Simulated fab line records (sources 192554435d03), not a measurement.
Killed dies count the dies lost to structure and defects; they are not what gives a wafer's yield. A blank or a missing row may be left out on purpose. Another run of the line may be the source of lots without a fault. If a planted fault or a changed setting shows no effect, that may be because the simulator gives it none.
The tool behind it: which one? ; flow n5 finfet ; 11 lots, 29 wafers sampled, at 3 steps of a route of 1938

== WHAT THE GAUGES SHOWED, per wafer ==
N5_BEOL_M7_RS_MEAS_57: measurement is done with a four-point probe.
lot;measured;on;M7_RS (ohm/sq)
L902;day 10 09:58;film metro-02;0.305 0.271 0.312
L905;day 10 16:21;film metro-01;0.289 0.306
L903;day 10 16:28;film metro-02;0.285 0.303
L904;day 10 19:02;film metro-02;0.289 0.309
L907;day 11 14:40;film metro-02;0.280 0.296 0.295
L911;day 12 02:42;film metro-02;0.282 0.296 0.273
L916;day 13 15:25;film metro-01;0.276 0.280 0.295
L917;day 14 08:49;film metro-01;0.279 0.277
L918;day 14 11:08;film metro-02;0.305 0.274 0.292
L919;day 14 14:19;film metro-02;0.281 0.289 0.306
L923;day 15 14:27;film metro-02;0.268 0.296 0.269

N5_BEOL_M7_INSPECT_58: inspects for defects (darkfield).
lot;measured;on;raw defect count
L902;day 10 10:00;defect inspect-02;66 53 68
L905;day 10 16:23;defect inspect-02;66 33
L903;day 10 16:29;defect inspect-01;35 39
L904;day 10 19:04;defect inspect-02;64 75
L907;day 11 14:41;defect inspect-02;63 70 43
L911;day 12 02:44;defect inspect-01;103 67 66
L916;day 13 15:26;defect inspect-01;62 67 101
L917;day 14 08:51;defect inspect-01;116 93
L918;day 14 11:10;defect inspect-02;60 118 76
L919;day 14 14:20;defect inspect-01;80 90 61
L923;day 15 14:29;defect inspect-02;64 77 86

== WHICH TOOL RAN EACH LOT (tool, then ch and the chambers of the sampled wafers, then the start) ==
lot;N5_BEOL_M7_ALD_77
L902;ald metal-02 ch 0,2, day 10 07:59
L905;ald metal-04 ch 2,3, day 10 14:35
L903;ald metal-02 ch 1,2, day 10 14:36
L904;ald metal-04 ch 0,3, day 10 17:37
L907;ald metal-02 ch 1,2,3, day 11 13:04
L911;ald metal-01 ch 0,1,3, day 11 23:46
L916;ald metal-01 ch 0,1,2, day 13 12:16
L917;ald metal-01 ch 0,2, day 14 07:18
L918;ald metal-01 ch 1,2,3, day 14 08:04
L919;ald metal-02 ch 1,2, day 14 12:20
L923;ald metal-04 ch 0,2,3, day 15 12:49
- N5_BEOL_M7_ALD_77: deposits TaN, target thk 2 nm, pulse time 2 s, purge time 3 s.

== AS READ BY THE TOOLS THEMSELVES (means over the sampled wafers that have a number; for cases with no such wafer, the mark the record gives instead) ==
N5_BEOL_M7_ALD_77.
lot;tool;heater power w (W)
L902;ald metal-02;419
L905;ald metal-04;434
L903;ald metal-02;423
L904;ald metal-04;428
L907;ald metal-02;403
L911;ald metal-01;456
L916;ald metal-01;460
L917;ald metal-01;459
L918;ald metal-01;417
L919;ald metal-02;434
L923;ald metal-04;424

== THE ANSWER, worked out from the rows above alone ==
Rule: what is usual is taken from the lots themselves. The widest of any qualifying gaps counts: lots, ordered by their means at a reading, are off when they make up no more than a third of the lots, leave a main group of 4 or more, and stand apart from it by 3 or more times the standard deviation of that group's means. Not used: any main group whose means are identical at the precision the tables above print for the reading. Also off: a lot with no number at a reading for which 4 or more lots have one. Any other lot the step has rows for is counted as sound. Order of review: gauges by route order, followed by the tools' own readings, for which a lot's mean as printed above is used. At the first step where some lot is off, the reading lying furthest off is the one used; lots without a number count as furthest.
No lot is off on any of the readings shown, so nothing can be concluded from this.

== WHAT THE SIMULATOR PUT IN ==
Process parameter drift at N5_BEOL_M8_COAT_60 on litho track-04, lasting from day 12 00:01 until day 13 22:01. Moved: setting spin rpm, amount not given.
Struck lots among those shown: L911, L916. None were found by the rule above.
